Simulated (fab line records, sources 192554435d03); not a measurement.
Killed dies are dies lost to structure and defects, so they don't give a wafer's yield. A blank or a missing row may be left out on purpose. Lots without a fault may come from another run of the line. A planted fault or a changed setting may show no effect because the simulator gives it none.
A struck lot beside a sound one | flow n5_finfet | 16 steps out of a route of 1938
Sound: wafers L869.1, L869.3, L869.5. Struck: wafers L877.1, L877.4, L877.5. The cause comes at the end.
At each step with rows: each side's tool, then ch and its chambers, then its first start. Under that, the readings that differ: sound wafers | struck wafers | difference of the means | sigmas: that difference in standard deviations of wafers without a fault.
alike: readings whose means differ by less than 2 such deviations, and words and numbers that are the same on both sides. not compared: withheld readings, readings that some wafer has no value for, bounds like >300 that may hide the same value, and numbers for which the record gives no deviation and whose values overlap.
The two part at a step that has a row with sigmas, a row that says differs or no value, or rows on one side only. Numbers that don't overlap but have no deviation are shown without sigmas and don't part them. A reading that every wafer of one side lacks parts them only if that side has two wafers or more.

first, 3 steps without rows for these wafers: N5_SDB_EXPOSE_08 (exposes mask SDB); N5_SDB_PEB_09 (peb time 60 s); N5_SDB_DEVELOP_10 (develop time 30 s).
N5_SDB_CD_MEAS_11: target cd 50 nm.
  sound on cd_sem-02 ch 0, day 5 01:35; struck on cd_sem-02 ch 0, day 7 03:56
  alike: cd_nm
N5_SDB_OVL_MEAS_12:
  sound on overlay-02 ch 0, day 5 01:37; struck on overlay-02 ch 0, day 7 03:58
  alike: SDB_OVL
N5_SDB_INSPECT_13: inspects for defects (brightfield).
  sound on defect_inspect-02, day 5 01:38; struck on defect_inspect-02, day 7 03:59
  alike: raw_defect_count
N5_SDB_DESCUM_16: chemistry O2, time 7.9 s.
  sound on rie_diel-05 ch 0,3, day 5 02:10; struck on rie_diel-02 ch 0,1, day 7 04:34
  alike: drypump_motor_current_A, oes_product_au, rf_vpp_V, showerhead_plenum_p_Torr, throttle_valve_pct
  not compared: rf_hours_counter_h
N5_SDB_ETCH_17: etches SiARC in CF4, target depth 23.4 nm, time 39 s.
  sound on rie_diel-05 ch 0,3, day 5 02:12; struck on rie_diel-02 ch 0,1, day 7 04:36
  alike: drypump_motor_current_A, etch_rf_on_time_s, oes_product_au, rf_vpp_V, showerhead_plenum_p_Torr, throttle_valve_pct
  not compared: rf_hours_counter_h
N5_SDB_ETCH_18: etches SOC in N2/H2, target depth 100 nm, overetch 20 nm, time 150 s.
  sound on rie_diel-05 ch 0,3, day 5 02:14; struck on rie_diel-02 ch 0,1, day 7 04:38
  alike: drypump_motor_current_A, oes_product_au, rf_vpp_V, showerhead_plenum_p_Torr, throttle_valve_pct
  not compared: rf_hours_counter_h
then, 1 step without rows for these wafers: N5_SDB_STRIP_19 (strips in N2/H2).
N5_SDB_STRIP_21: strips in CF4.
  sound on rie_diel-05 ch 0,3, day 5 02:23; struck on rie_diel-02 ch 0,1, day 7 04:47
  alike: drypump_motor_current_A, oes_product_au, rf_vpp_V, showerhead_plenum_p_Torr, throttle_valve_pct
  not compared: rf_hours_counter_h
N5_SDB_HM_OPEN_20: chemistry CH3F/O2, target SiNx, stops on poly-Si, target depth 24 nm.
  sound on rie_diel-05 ch 0,3, day 5 02:24; struck on rie_diel-02 ch 0,1, day 7 04:48
  reading      | sound             | struck            | difference | sigmas
  rf_vpp_V (V) | 298.1 292.4 293.1 | 299.4 297.0 301.2 | +4.7       | +2
  alike: drypump_motor_current_A, oes_product_au, showerhead_plenum_p_Torr, throttle_valve_pct
  not compared: rf_hours_counter_h
N5_SDB_STRIP_22: strips in N2/H2.
  sound on plasma_asher-01 ch 0,1, day 5 02:29; struck on plasma_asher-02 ch 0,1, day 7 04:53
  reading                      | sound             | struck            | difference | sigmas
  oes_product_au (a.u.)        | 0.712 0.711 0.709 | 0.722 0.720 0.728 | +0.013     | +3
  strip_time_to_endpoint_s (s) | 95.7 95.7 96.2    | 94.0 93.6 93.8    | -2.1       | -6
  alike: drypump_motor_current_A, heater_power_w
  not compared: rf_hours_counter_h
then, 1 step without rows for these wafers: N5_SDB_PRECLEAN_23 (cleans in dHF, time 30 s).
-- the record jumps here: 4 days lie between the struck wafers' starts before and after (it left off in module SDB and takes up again in module BEOL_M4, whose first step shown is number 1111 of the route) --
N5_BEOL_M4_RC_MEAS_101:
  sound on prober-02 ch 0, day 9 09:36; struck on prober-01 ch 0, day 11 06:27
  reading        | sound             | struck            | difference | sigmas
  IOFF_P (nA/um) | 0.217 0.191 0.237 | 0.281 0.304 0.271 | +0.070     | +2
  ION_P (uA/um)  | 462 463 470       | 477 483 476       | +14        | +2
  VT_P (mV)      | -253 -253 -250    | -242 -241 -244    | +10        | +3
  alike: DIBL_N, DIBL_P, IOFF_N, ION_N, SS_N, SS_P, VT_N
-- the record jumps here: 4 days lie between the struck wafers' starts before and after (it left off in module BEOL_M4 and takes up again in module PASSIVATION, whose first step shown is number 1936 of the route) --
N5_PASSIVATION_PROBE_49:
  the record has rows for the struck wafers here (prober-01, day 15 11:41) and none for the sound ones

WHERE THEY PART
First at N5_SDB_HM_OPEN_20; last, within this record, at N5_PASSIVATION_PROBE_49.

WHY: what the simulator had put in
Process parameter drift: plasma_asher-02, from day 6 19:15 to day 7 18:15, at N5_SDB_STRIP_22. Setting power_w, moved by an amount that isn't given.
